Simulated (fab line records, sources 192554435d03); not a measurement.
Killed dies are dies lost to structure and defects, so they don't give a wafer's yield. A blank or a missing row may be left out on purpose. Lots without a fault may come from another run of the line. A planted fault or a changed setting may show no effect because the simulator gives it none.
Which tool did it? | flow n5_finfet | 24 lots, 72 wafers sampled, at 4 steps of a route of 1938

WHAT THE GAUGES READ, wafer by wafer
N5_SD_ACTIVATION_INSPECT_02: inspects for defects (darkfield). Usual: raw_defect_count 164, standard deviation 32.
lot  | measured    | on                | raw_defect_count | flag
L074 | day 3 12:13 | defect_inspect-02 | 121 168 138      |
L075 | day 3 17:11 | defect_inspect-01 | 154 145 168      |
L076 | day 4 02:20 | defect_inspect-02 | 168 178 155      |
L077 | day 4 07:11 | defect_inspect-02 | 141 152 150      |
L078 | day 4 12:25 | defect_inspect-01 | 155 162 149      |
L079 | day 4 18:02 | defect_inspect-01 | 139 162 95       |
L080 | day 4 23:08 | defect_inspect-02 | 241 144 141      |
L081 | day 5 07:26 | defect_inspect-01 | 171 160 130      |
L082 | day 5 12:04 | defect_inspect-01 | 238 175 169      |
L083 | day 5 18:08 | defect_inspect-01 | 144 219 181      |
L084 | day 6 02:40 | defect_inspect-01 | 175 131 152      |
L086 | day 6 11:16 | defect_inspect-02 | 143 162 185      |
L085 | day 6 14:52 | defect_inspect-02 | 126 145 142      |
L087 | day 6 17:41 | defect_inspect-02 | 171 143 147      |
L088 | day 6 23:30 | defect_inspect-01 | 109 140 139      |
L089 | day 7 05:41 | defect_inspect-01 | 160 177 166      |
L090 | day 7 10:49 | defect_inspect-01 | 142 139 142      |
L091 | day 7 14:03 | defect_inspect-01 | 167 149 117      |
L092 | day 7 23:17 | defect_inspect-01 | 210 180 256      |
L093 | day 8 04:06 | defect_inspect-01 | 188 156 151      |
L094 | day 8 11:10 | defect_inspect-02 | 209 197 282      |
L095 | day 8 17:46 | defect_inspect-01 | 171 209 142      |
L097 | day 9 05:15 | defect_inspect-01 | 211 140 172      |
L096 | day 9 06:24 | defect_inspect-01 | 209 182 152      |

N5_SDB_INSPECT_13: inspects for defects (brightfield). Usual: raw_defect_count 77, standard deviation 29.
lot  | measured    | on                | raw_defect_count | flag
L074 | day 3 19:15 | defect_inspect-02 | 71 75 78         |
L075 | day 4 01:19 | defect_inspect-02 | 67 63 53         |
L076 | day 4 09:02 | defect_inspect-01 | 78 67 139        |
L077 | day 4 13:52 | defect_inspect-01 | 100 79 63        |
L078 | day 4 19:14 | defect_inspect-01 | 73 119 122       |
L079 | day 5 00:47 | defect_inspect-02 | 81 61 67         |
L080 | day 5 06:13 | defect_inspect-01 | 93 60 68         |
L081 | day 5 14:07 | defect_inspect-01 | 59 105 34        |
L082 | day 5 19:05 | defect_inspect-01 | 56 50 47         |
L083 | day 6 00:54 | defect_inspect-02 | 114 36 54        |
L084 | day 6 09:21 | defect_inspect-01 | 47 40 57         |
L086 | day 6 17:56 | defect_inspect-02 | 149 84 86        |
L085 | day 6 21:41 | defect_inspect-02 | 55 52 60         |
L087 | day 7 00:34 | defect_inspect-02 | 138 100 106      |
L088 | day 7 06:11 | defect_inspect-02 | 65 88 76         |
L089 | day 7 12:30 | defect_inspect-01 | 76 79 198        |
L090 | day 7 17:58 | defect_inspect-02 | 89 105 66        |
L091 | day 7 21:17 | defect_inspect-02 | 63 41 79         |
L092 | day 8 05:58 | defect_inspect-02 | 109 148 72       |
L093 | day 8 10:55 | defect_inspect-02 | 91 64 121        |
L094 | day 8 18:22 | defect_inspect-02 | 71 70 81         |
L095 | day 9 01:00 | defect_inspect-02 | 85 78 89         |
L097 | day 9 12:25 | defect_inspect-01 | 63 52 53         |
L096 | day 9 13:08 | defect_inspect-01 | 174 98 105       |

N5_SDB_THK_MEAS_31. Usual: SDB_THK 64.1 nm, standard deviation 0.9.
lot  | measured    | on            | SDB_THK (nm)   | flag
L074 | day 3 23:07 | film_metro-02 | 63.7 64.1 65.1 |
L075 | day 4 05:19 | film_metro-01 | 63.9 64.0 66.0 |
L076 | day 4 12:55 | film_metro-02 | 64.9 64.5 65.1 |
L077 | day 4 17:56 | film_metro-01 | 64.6 64.6 63.6 |
L078 | day 4 23:14 | film_metro-01 | 65.2 63.0 65.2 |
L079 | day 5 05:03 | film_metro-01 | 62.6 61.8 64.3 |
L080 | day 5 10:04 | film_metro-01 | 64.4 66.1 64.4 |
L081 | day 5 18:07 | film_metro-01 | 63.4 63.2 63.4 |
L082 | day 5 23:04 | film_metro-02 | 63.3 63.8 62.5 |
L083 | day 6 04:53 | film_metro-01 | 65.4 63.6 64.9 |
L084 | day 6 13:16 | film_metro-02 | 64.5 64.2 63.7 |
L086 | day 6 22:26 | film_metro-02 | 63.7 64.2 63.8 |
L085 | day 7 01:51 | film_metro-02 | 62.2 63.8 63.6 |
L087 | day 7 04:39 | film_metro-01 | 63.4 64.5 63.8 |
L088 | day 7 10:08 | film_metro-02 | 64.2 64.0 65.0 |
L089 | day 7 16:29 | film_metro-01 | 64.4 63.9 63.8 |
L090 | day 7 22:04 | film_metro-02 | 64.7 64.1 65.6 |
L091 | day 8 01:10 | film_metro-02 | 62.5 64.4 62.6 |
L092 | day 8 09:56 | film_metro-01 | 65.5 64.4 65.4 |
L093 | day 8 16:34 | film_metro-01 | 64.6 63.0 62.8 |
L094 | day 8 23:13 | film_metro-01 | 65.4 65.3 65.6 |
L095 | day 9 05:07 | film_metro-02 | 63.5 63.8 63.5 |
L097 | day 9 16:32 | film_metro-01 | 65.2 63.8 64.9 |
L096 | day 9 17:07 | film_metro-02 | 63.6 64.5 64.4 |

N5_SDB_INSPECT_36: inspects for defects (darkfield). Usual: raw_defect_count 39, standard deviation 17.
lot  | measured    | on                | raw_defect_count | flag
L074 | day 3 23:08 | defect_inspect-02 | 37 32 32         |
L075 | day 4 05:20 | defect_inspect-01 | 44 28 43         |
L076 | day 4 12:56 | defect_inspect-01 | 67 82 97         |
L077 | day 4 17:57 | defect_inspect-02 | 37 50 26         |
L078 | day 4 23:16 | defect_inspect-02 | 33 23 47         |
L079 | day 5 05:05 | defect_inspect-01 | 30 33 33         |
L080 | day 5 10:05 | defect_inspect-01 | 31 25 34         |
L081 | day 5 18:08 | defect_inspect-01 | 37 33 42         |
L082 | day 5 23:05 | defect_inspect-02 | 38 42 24         |
L083 | day 6 04:54 | defect_inspect-02 | 32 27 39         |
L084 | day 6 13:17 | defect_inspect-02 | 28 32 39         |
L086 | day 6 22:28 | defect_inspect-02 | 43 38 61         |
L085 | day 7 01:53 | defect_inspect-01 | 60 44 27         |
L087 | day 7 04:41 | defect_inspect-02 | 12 36 47         |
L088 | day 7 10:10 | defect_inspect-02 | 110 28 27        |
L089 | day 7 16:31 | defect_inspect-02 | 34 24 16         |
L090 | day 7 22:05 | defect_inspect-02 | 58 15 45         |
L091 | day 8 01:11 | defect_inspect-02 | 12 23 34         |
L092 | day 8 09:57 | defect_inspect-01 | 28 65 40         |
L093 | day 8 16:35 | defect_inspect-01 | 43 64 24         |
L094 | day 8 23:14 | defect_inspect-01 | 27 25 17         |
L095 | day 9 05:08 | defect_inspect-01 | 30 21 43         |
L097 | day 9 16:34 | defect_inspect-02 | 40 37 68         |
L096 | day 9 17:09 | defect_inspect-02 | 46 66 48         |

WHICH TOOL RAN EACH LOT (tool, then ch and the chambers of the sampled wafers, then the start)
The record holds no process step before these readings.

WHAT THE TOOLS THEMSELVES READ (means of the sampled wafers that have a number; where no wafer has one, the mark that the record gives instead)
The record holds no such reading with a usual standard deviation.

THE ANSWER, worked out from the rows above alone
Rule: a lot is off if the mean of its wafers that have a number lies more than 3 standard deviations from the usual mean. A lot without any number at a reading at which 4 lots or more have one is off too. The other lots that the step has rows for count as sound. The gauges are gone through in route order, then the tools' own readings, and for those a lot's mean is taken as printed above. The first step at which some lot is off is used, and at that step the reading that is off furthest; a lot without a number counts as furthest.
No lot is off at any reading shown: from this, nothing can be told.

WHAT THE SIMULATOR HAD PUT IN
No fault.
